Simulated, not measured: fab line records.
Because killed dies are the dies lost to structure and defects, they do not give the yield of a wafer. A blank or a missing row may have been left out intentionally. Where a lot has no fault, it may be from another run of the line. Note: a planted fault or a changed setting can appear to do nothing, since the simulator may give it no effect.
Chamber matching    flow n5 finfet    N5_BEOL_M11_ETCH_62 on rie diel-02: 4 sister chambers
The step etches SOC in N2/H2, target depth 110 nm, overetch 22 nm, time 165 s. 4 wafers are shown with their chamber, then 10 later ones without.

## WAFERS WITH THEIR CHAMBER
wafer   chamber  throttle valve pct (%)
L083.2  2        17.90
L083.6  3        17.71
L084.1  1        18.15
L084.3  0        18.07

## WAFERS WHOSE CHAMBER IS MISSING
wafer   throttle valve pct (%)
L084.5  18.08
L090.1  17.72
L090.5  18.19
L090.6  18.07
L094.4  17.96
L094.5  17.94
L094.6  18.21
L096.1  17.75
L096.3  17.97
L096.4  18.11

## EACH ONE'S CHAMBER
wafer   from the rows above      in truth
L084.5  can't be placed: 0 or 1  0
L090.1  3                        3
L090.5  can't be placed: 1 or 0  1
L090.6  can't be placed: 0 or 1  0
L094.4  can't be placed: 2 or 0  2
L094.5  2                        2
L094.6  can't be placed: 1 or 0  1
L096.1  3                        3
L096.3  can't be placed: 2 or 0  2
L096.4  can't be placed: 0 or 1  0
Correctly placed: 3 of 10. Unplaceable from these rows: 7, with the true chamber sitting among the candidates in 7. Wrongly placed: 0.
How it was worked out, from the rows above alone: a wafer's distance from a chamber is the root of the sum, over the readings, of the square of ((its reading less the chamber's mean) divided by the reading's scatter). The wafer belongs to the nearest chamber; if the next one is less than 2 further off, it can't be placed. Each chamber's mean is taken over the wafers shown for it. The scatter: root of mean squared gap, hidden wafer to nearest shown wafer, with one shown wafer a chamber.
